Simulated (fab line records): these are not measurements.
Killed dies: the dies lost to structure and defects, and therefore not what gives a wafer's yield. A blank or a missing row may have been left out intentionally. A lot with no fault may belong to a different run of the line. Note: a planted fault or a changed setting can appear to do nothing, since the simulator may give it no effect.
What tool caused it? / flow nandHarc / Sampling: 12 lots, 36 wafers, 5 of 1302 route steps

== WHAT THE GAUGES READ, wafer by wafer ==
NHARC_END_SORT_01.
lot=L105; measured=day 24 08:28; on=prober-02; killedAtArray=79 77 88; killedAtOther=5 1 8; killedAtPeriphery=2 1 2; killedDies=86 79 98; killedOpen=5 3 1; killedShort=1 0 2
lot=L108; measured=day 26 00:51; on=prober-01; killedAtArray=82 57 66; killedAtOther=1 2 4; killedAtPeriphery=1 2 1; killedDies=84 61 71; killedOpen=5 2 1; killedShort=1 3 2
lot=L112; measured=day 28 04:38; on=prober-02; killedAtArray=669 674 675; killedAtOther=4 0 1; killedAtPeriphery=4 3 1; killedDies=677 677 677; killedOpen=7 2 3; killedShort=0 2 4
lot=L113; measured=day 28 06:11; on=prober-01; killedAtArray=668 675 675; killedAtOther=3 0 1; killedAtPeriphery=6 2 1; killedDies=677 677 677; killedOpen=2 2 1; killedShort=3 2 3
lot=L114; measured=day 28 14:04; on=prober-01; killedAtArray=673 674 675; killedAtOther=2 1 1; killedAtPeriphery=2 2 1; killedDies=677 677 677; killedOpen=2 3 7; killedShort=2 1 3
lot=L123; measured=day 31 18:45; on=prober-02; killedAtArray=53 51 50; killedAtOther=0 1 0; killedAtPeriphery=0 4 3; killedDies=53 56 53; killedOpen=0 4 4; killedShort=1 6 4
lot=L124; measured=day 33 04:25; on=prober-01; killedAtArray=77 81 70; killedAtOther=0 1 5; killedAtPeriphery=3 5 0; killedDies=80 87 75; killedOpen=3 6 0; killedShort=2 3 3
lot=L125; measured=day 33 05:14; on=prober-02; killedAtArray=64 58 46; killedAtOther=0 2 2; killedAtPeriphery=3 0 2; killedDies=67 60 50; killedOpen=6 4 1; killedShort=3 5 0
lot=L126; measured=day 33 12:59; on=prober-02; killedAtArray=34 41 42; killedAtOther=0 3 1; killedAtPeriphery=5 4 3; killedDies=39 48 46; killedOpen=2 5 1; killedShort=0 1 1

== EACH LOT AND THE TOOL THAT RAN IT (in order: tool; ch and the chambers of the sampled wafers; start) ==
lot=L106; NHARC_A_WL_FILL_ALD_00=aldHk-01 ch 0,1,3, day 20 10:35; NHARC_A_WL_FILL_ALD_10=aldHk-02 ch 0,1,2, day 20 17:38; NHARC_A_WL_FILL_ETCHBACK_17=rieMetal-03 ch 1, day 20 23:01; NHARC_A_WL_FILL_CMP_12=cmp-02 ch 1,3, day 21 04:16
lot=L105; NHARC_A_WL_FILL_ALD_00=aldHk-02 ch 0,2,3, day 20 10:35; NHARC_A_WL_FILL_ALD_10=aldHk-04 ch 0,2,3, day 20 17:38; NHARC_A_WL_FILL_ETCHBACK_17=rieMetal-02 ch 0,1, day 20 22:28; NHARC_A_WL_FILL_CMP_12=cmp-04 ch 0,2,3, day 21 04:17
lot=L107; NHARC_A_WL_FILL_ALD_00=aldHk-02 ch 1,2, day 22 04:48; NHARC_A_WL_FILL_ALD_10=aldHk-01 ch 1,2, day 22 11:22; NHARC_A_WL_FILL_ETCHBACK_17=rieMetal-02 ch 1, day 22 16:14; NHARC_A_WL_FILL_CMP_12=cmp-04 ch 0,2,3, day 22 22:16
lot=L108; NHARC_A_WL_FILL_ALD_00=aldHk-02 ch 0,2,3, day 22 09:22; NHARC_A_WL_FILL_ALD_10=aldHk-01 ch 0,1,3, day 22 17:33; NHARC_A_WL_FILL_ETCHBACK_17=rieMetal-02 ch 0, day 22 21:20; NHARC_A_WL_FILL_CMP_12=cmp-01 ch 0,1,3, day 23 01:08
lot=L112; NHARC_A_WL_FILL_ALD_00=aldHk-01 ch 0,3, day 24 00:14; NHARC_A_WL_FILL_ALD_10=aldHk-02 ch 0,1,3, day 24 10:47; NHARC_A_WL_FILL_ETCHBACK_17=rieMetal-03 ch 0,1, day 24 14:35; NHARC_A_WL_FILL_CMP_12=cmp-01 ch 0,1, day 24 21:38
lot=L113; NHARC_A_WL_FILL_ALD_00=aldHk-04 ch 0,1,2, day 24 02:20; NHARC_A_WL_FILL_ALD_10=aldHk-04 ch 0,2,3, day 24 09:45; NHARC_A_WL_FILL_ETCHBACK_17=rieMetal-01 ch 0,1, day 24 14:37; NHARC_A_WL_FILL_CMP_12=cmp-02 ch 0,2,3, day 24 21:40
lot=L114; NHARC_A_WL_FILL_ALD_00=aldHk-01 ch 1,2,3, day 24 10:28; NHARC_A_WL_FILL_ALD_10=aldHk-04 ch 0,2, day 24 18:01; NHARC_A_WL_FILL_ETCHBACK_17=rieMetal-03 ch 0,1, day 24 22:22; NHARC_A_WL_FILL_CMP_12=cmp-01 ch 1,2,3, day 25 06:01
lot=L123; NHARC_A_WL_FILL_ALD_00=aldHk-04 ch 0,1,3, day 27 18:08; NHARC_A_WL_FILL_ALD_10=aldHk-01 ch 0,1,2, day 28 05:04; NHARC_A_WL_FILL_ETCHBACK_17=rieMetal-01 ch 0,1, day 28 09:22; NHARC_A_WL_FILL_CMP_12=cmp-04 ch 0,1,3, day 28 15:02
lot=L124; NHARC_A_WL_FILL_ALD_00=aldHk-01 ch 0,1,3, day 28 19:23; NHARC_A_WL_FILL_ALD_10=aldHk-02 ch 0,2,3, day 29 02:50; NHARC_A_WL_FILL_ETCHBACK_17=rieMetal-01 ch 0,1, day 29 10:45; NHARC_A_WL_FILL_CMP_12=cmp-02 ch 0,1,3, day 29 16:36
lot=L125; NHARC_A_WL_FILL_ALD_00=aldHk-04 ch 1,2,3, day 29 02:23; NHARC_A_WL_FILL_ALD_10=aldHk-01 ch 0,2,3, day 29 11:35; NHARC_A_WL_FILL_ETCHBACK_17=rieMetal-03 ch 1, day 29 15:55; NHARC_A_WL_FILL_CMP_12=cmp-01 ch 1,3, day 29 20:08
lot=L126; NHARC_A_WL_FILL_ALD_00=aldHk-04 ch 0,1,2, day 29 05:22; NHARC_A_WL_FILL_ALD_10=aldHk-04 ch 0,1, day 29 09:56; NHARC_A_WL_FILL_ETCHBACK_17=rieMetal-02 ch 0,1, day 29 14:16; NHARC_A_WL_FILL_CMP_12=cmp-02 ch 0,1, day 29 20:09
lot=L127; NHARC_A_WL_FILL_ALD_00=aldHk-02 ch 1,2,3, day 30 04:16; NHARC_A_WL_FILL_ALD_10=aldHk-01 ch 0,3, day 30 11:31; NHARC_A_WL_FILL_ETCHBACK_17=rieMetal-02 ch 0,1, day 30 16:16; NHARC_A_WL_FILL_CMP_12=cmp-04 ch 0,1,2, day 30 22:08
- NHARC_A_WL_FILL_ALD_00: deposits Al2O3, target thk 3 nm, pulse time 3 s, ald cycles 30.
- NHARC_A_WL_FILL_ALD_10: deposits SiO2, target thk 50 nm, pulse time 10 s, ald cycles 500.
- NHARC_A_WL_FILL_ETCHBACK_17: etches the open film in Cl2/BCl3, target depth 4 nm, time 26.7 s.
- NHARC_A_WL_FILL_CMP_12: polishes, t overpolish 30 s, target thk 100 nm.

== WHAT THE TOOLS THEMSELVES READ (means of the sampled wafers that have a number; where no wafer has one, the mark that the record gives instead) ==
NHARC_A_WL_FILL_ALD_00.
lot=L106; tool=aldHk-01; heaterPowerOuterW (W)=241; heaterPowerW (W)=419; precursorPulseHeightRel=0.989
lot=L105; tool=aldHk-02; heaterPowerOuterW (W)=278; heaterPowerW (W)=500; precursorPulseHeightRel=1.008
lot=L107; tool=aldHk-02; heaterPowerOuterW (W)=279; heaterPowerW (W)=474; precursorPulseHeightRel=1.010
lot=L108; tool=aldHk-02; heaterPowerOuterW (W)=278; heaterPowerW (W)=493; precursorPulseHeightRel=1.002
lot=L112; tool=aldHk-01; heaterPowerOuterW (W)=230; heaterPowerW (W)=391; precursorPulseHeightRel=1.000
lot=L113; tool=aldHk-04; heaterPowerOuterW (W)=255; heaterPowerW (W)=459; precursorPulseHeightRel=1.004
lot=L114; tool=aldHk-01; heaterPowerOuterW (W)=257; heaterPowerW (W)=452; precursorPulseHeightRel=0.996
lot=L123; tool=aldHk-04; heaterPowerOuterW (W)=259; heaterPowerW (W)=450; precursorPulseHeightRel=0.999
lot=L124; tool=aldHk-01; heaterPowerOuterW (W)=240; heaterPowerW (W)=420; precursorPulseHeightRel=0.999
lot=L125; tool=aldHk-04; heaterPowerOuterW (W)=246; heaterPowerW (W)=457; precursorPulseHeightRel=1.006
lot=L126; tool=aldHk-04; heaterPowerOuterW (W)=250; heaterPowerW (W)=452; precursorPulseHeightRel=0.988
lot=L127; tool=aldHk-02; heaterPowerOuterW (W)=280; heaterPowerW (W)=503; precursorPulseHeightRel=1.000

NHARC_A_WL_FILL_ALD_10.
lot=L106; tool=aldHk-02; heaterPowerOuterW (W)=270; heaterPowerW (W)=475; precursorPulseHeightRel=1.003
lot=L105; tool=aldHk-04; heaterPowerOuterW (W)=256; heaterPowerW (W)=457; precursorPulseHeightRel=1.019
lot=L107; tool=aldHk-01; heaterPowerOuterW (W)=256; heaterPowerW (W)=453; precursorPulseHeightRel=1.016
lot=L108; tool=aldHk-01; heaterPowerOuterW (W)=245; heaterPowerW (W)=426; precursorPulseHeightRel=1.002
lot=L112; tool=aldHk-02; heaterPowerOuterW (W)=-; heaterPowerW (W)=-; precursorPulseHeightRel=-
lot=L113; tool=aldHk-04; heaterPowerOuterW (W)=-; heaterPowerW (W)=-; precursorPulseHeightRel=-
lot=L114; tool=aldHk-04; heaterPowerOuterW (W)=-; heaterPowerW (W)=-; precursorPulseHeightRel=-
lot=L123; tool=aldHk-01; heaterPowerOuterW (W)=247; heaterPowerW (W)=447; precursorPulseHeightRel=0.984
lot=L124; tool=aldHk-02; heaterPowerOuterW (W)=279; heaterPowerW (W)=495; precursorPulseHeightRel=1.001
lot=L125; tool=aldHk-01; heaterPowerOuterW (W)=222; heaterPowerW (W)=412; precursorPulseHeightRel=0.994
lot=L126; tool=aldHk-04; heaterPowerOuterW (W)=265; heaterPowerW (W)=450; precursorPulseHeightRel=0.987
lot=L127; tool=aldHk-01; heaterPowerOuterW (W)=212; heaterPowerW (W)=392; precursorPulseHeightRel=1.001

NHARC_A_WL_FILL_ETCHBACK_17.
lot=L106; tool=rieMetal-03; drypumpMotorCurrentA (A)=5.18; oesProductAu (a.u.)=0.985
lot=L105; tool=rieMetal-02; drypumpMotorCurrentA (A)=5.50; oesProductAu (a.u.)=0.996
lot=L107; tool=rieMetal-02; drypumpMotorCurrentA (A)=5.22; oesProductAu (a.u.)=0.999
lot=L108; tool=rieMetal-02; drypumpMotorCurrentA (A)=5.68; oesProductAu (a.u.)=1.002
lot=L112; tool=rieMetal-03; drypumpMotorCurrentA (A)=5.45; oesProductAu (a.u.)=0.997
lot=L113; tool=rieMetal-01; drypumpMotorCurrentA (A)=5.87; oesProductAu (a.u.)=1.005
lot=L114; tool=rieMetal-03; drypumpMotorCurrentA (A)=5.44; oesProductAu (a.u.)=1.000
lot=L123; tool=rieMetal-01; drypumpMotorCurrentA (A)=5.87; oesProductAu (a.u.)=1.000
lot=L124; tool=rieMetal-01; drypumpMotorCurrentA (A)=5.81; oesProductAu (a.u.)=0.999
lot=L125; tool=rieMetal-03; drypumpMotorCurrentA (A)=5.19; oesProductAu (a.u.)=0.985
lot=L126; tool=rieMetal-02; drypumpMotorCurrentA (A)=5.34; oesProductAu (a.u.)=0.999
lot=L127; tool=rieMetal-02; drypumpMotorCurrentA (A)=5.37; oesProductAu (a.u.)=0.996

NHARC_A_WL_FILL_CMP_12.
lot=L106; tool=cmp-02; motorCurrentA (A)=10.7; overpolishRunS (s)=29.997; timeToEndpointS (s)=18.6
lot=L105; tool=cmp-04; motorCurrentA (A)=11.2; overpolishRunS (s)=29.992; timeToEndpointS (s)=20.2
lot=L107; tool=cmp-04; motorCurrentA (A)=11.0; overpolishRunS (s)=29.997; timeToEndpointS (s)=20.2
lot=L108; tool=cmp-01; motorCurrentA (A)=10.4; overpolishRunS (s)=29.993; timeToEndpointS (s)=23.3
lot=L112; tool=cmp-01; motorCurrentA (A)=10.0; overpolishRunS (s)=29.997; timeToEndpointS (s)=19.8
lot=L113; tool=cmp-02; motorCurrentA (A)=12.2; overpolishRunS (s)=29.996; timeToEndpointS (s)=21.2
lot=L114; tool=cmp-01; motorCurrentA (A)=10.6; overpolishRunS (s)=30.004; timeToEndpointS (s)=21.2
lot=L123; tool=cmp-04; motorCurrentA (A)=10.6; overpolishRunS (s)=30.001; timeToEndpointS (s)=20.3
lot=L124; tool=cmp-02; motorCurrentA (A)=12.0; overpolishRunS (s)=30.004; timeToEndpointS (s)=20.8
lot=L125; tool=cmp-01; motorCurrentA (A)=10.0; overpolishRunS (s)=30.003; timeToEndpointS (s)=21.8
lot=L126; tool=cmp-02; motorCurrentA (A)=10.1; overpolishRunS (s)=30.001; timeToEndpointS (s)=19.7
lot=L127; tool=cmp-04; motorCurrentA (A)=10.4; overpolishRunS (s)=29.996; timeToEndpointS (s)=22.8

== THE ANSWER, worked out from the rows above alone ==
Rule: usual is defined by the lots themselves. Put in order of their means at a reading, lots are off if they are a third of the lots or fewer, leave a main group of 4 or more, and stand apart from it by a gap of 3 or more times the standard deviation of the main group's means; of several such gaps the widest counts. The tables above print the reading to a certain number of digits; a main group whose means all agree to those digits is not used. A lot without any number at a reading at which 4 lots or more have one is off too. Where the step has rows for the other lots, those lots are counted as sound. Order of review: gauges by route order, followed by the tools' own readings, for which a lot's mean as printed above is used. At the first step where some lot is off, the reading lying furthest off is the one used; lots without a number count as furthest.
Off at NHARC_END_SORT_01 (killedAtArray): L112, L113, L114. The main group has a mean of 62 with a standard deviation of 15. Neither off nor sound, because the step has no rows for them: L106, L107, L127.
A tool fits if, at a process step before that reading, it ran every lot that is off, and no sound lot after the first of them. Not tried: the gauges at NHARC_END_SORT_01; whatever is off there is also off at NHARC_A_WL_FILL_ALD_10, on other tools, and gauge error can't account for it. Not one of the candidates tried fits.

== WHAT WAS PUT IN BY THE SIMULATOR ==
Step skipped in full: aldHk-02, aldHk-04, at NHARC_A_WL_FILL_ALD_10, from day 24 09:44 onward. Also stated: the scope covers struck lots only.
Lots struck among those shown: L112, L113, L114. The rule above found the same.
